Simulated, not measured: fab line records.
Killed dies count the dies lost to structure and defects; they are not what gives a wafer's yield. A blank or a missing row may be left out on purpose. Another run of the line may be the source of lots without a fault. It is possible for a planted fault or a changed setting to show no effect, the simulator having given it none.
Chamber matching / flow nandHarc / NHARC_A_M1_CMP_23 on cmp-02 has 4 sister chambers
The step polishes, t overpolish 20 s, target thk 154.34 nm. 8 wafers are shown with their chamber, then 9 later ones without.

== WAFERS PAIRED WITH THEIR CHAMBERS ==
wafer=L079.2; chamber=3; motorCurrentA (A)=10.5; timeToEndpointS (s)=30.3
wafer=L080.3; chamber=3; motorCurrentA (A)=10.2; timeToEndpointS (s)=27.7
wafer=L082.1; chamber=2; motorCurrentA (A)=11.5; timeToEndpointS (s)=27.3
wafer=L082.3; chamber=0; motorCurrentA (A)=11.6; timeToEndpointS (s)=31.2
wafer=L082.5; chamber=1; motorCurrentA (A)=11.5; timeToEndpointS (s)=31.7
wafer=L086.3; chamber=0; motorCurrentA (A)=11.6; timeToEndpointS (s)=34.1
wafer=L086.4; chamber=1; motorCurrentA (A)=11.3; timeToEndpointS (s)=36.8
wafer=L086.6; chamber=2; motorCurrentA (A)=11.7; timeToEndpointS (s)=30.6

== WAFERS MISSING THEIR CHAMBER ==
wafer=L085.1; motorCurrentA (A)=11.6; timeToEndpointS (s)=29.4
wafer=L085.3; motorCurrentA (A)=11.2; timeToEndpointS (s)=30.8
wafer=L085.4; motorCurrentA (A)=11.6; timeToEndpointS (s)=28.4
wafer=L096.4; motorCurrentA (A)=11.5; timeToEndpointS (s)=30.1
wafer=L096.5; motorCurrentA (A)=11.3; timeToEndpointS (s)=31.4
wafer=L096.6; motorCurrentA (A)=10.0; timeToEndpointS (s)=29.1
wafer=L097.1; motorCurrentA (A)=11.8; timeToEndpointS (s)=33.1
wafer=L097.2; motorCurrentA (A)=12.0; timeToEndpointS (s)=33.7
wafer=L097.5; motorCurrentA (A)=11.9; timeToEndpointS (s)=31.8

== WHICH CHAMBER EACH WENT THROUGH ==
wafer=L085.1; from the rows above=can't be placed: 2 or 0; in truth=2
wafer=L085.3; from the rows above=can't be placed: 1 or 0 or 2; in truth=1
wafer=L085.4; from the rows above=can't be placed: 2 or 0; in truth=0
wafer=L096.4; from the rows above=can't be placed: 2 or 0 or 1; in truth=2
wafer=L096.5; from the rows above=can't be placed: 1 or 0 or 2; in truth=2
wafer=L096.6; from the rows above=3; in truth=3
wafer=L097.1; from the rows above=can't be placed: 0 or 2 or 1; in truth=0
wafer=L097.2; from the rows above=can't be placed: 0 or 2 or 1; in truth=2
wafer=L097.5; from the rows above=can't be placed: 0 or 2 or 1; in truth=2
1 of 9 placed correctly. These rows do not allow placing 8 (true chamber among the candidates in 8). 0 placed wrongly.
How it was worked out, from the rows above alone: a wafer's distance from a chamber is the root of the sum, over the readings, of the square of ((its reading less the chamber's mean) divided by the reading's scatter). The wafer belongs to the nearest chamber; if the next one is less than 2 further off, it can't be placed. Each chamber's mean is taken over the wafers shown for it. The scatter: take each reading less its chamber's mean, square it, sum over the shown wafers, divide by the number of wafers less the number of chambers, and take the root.
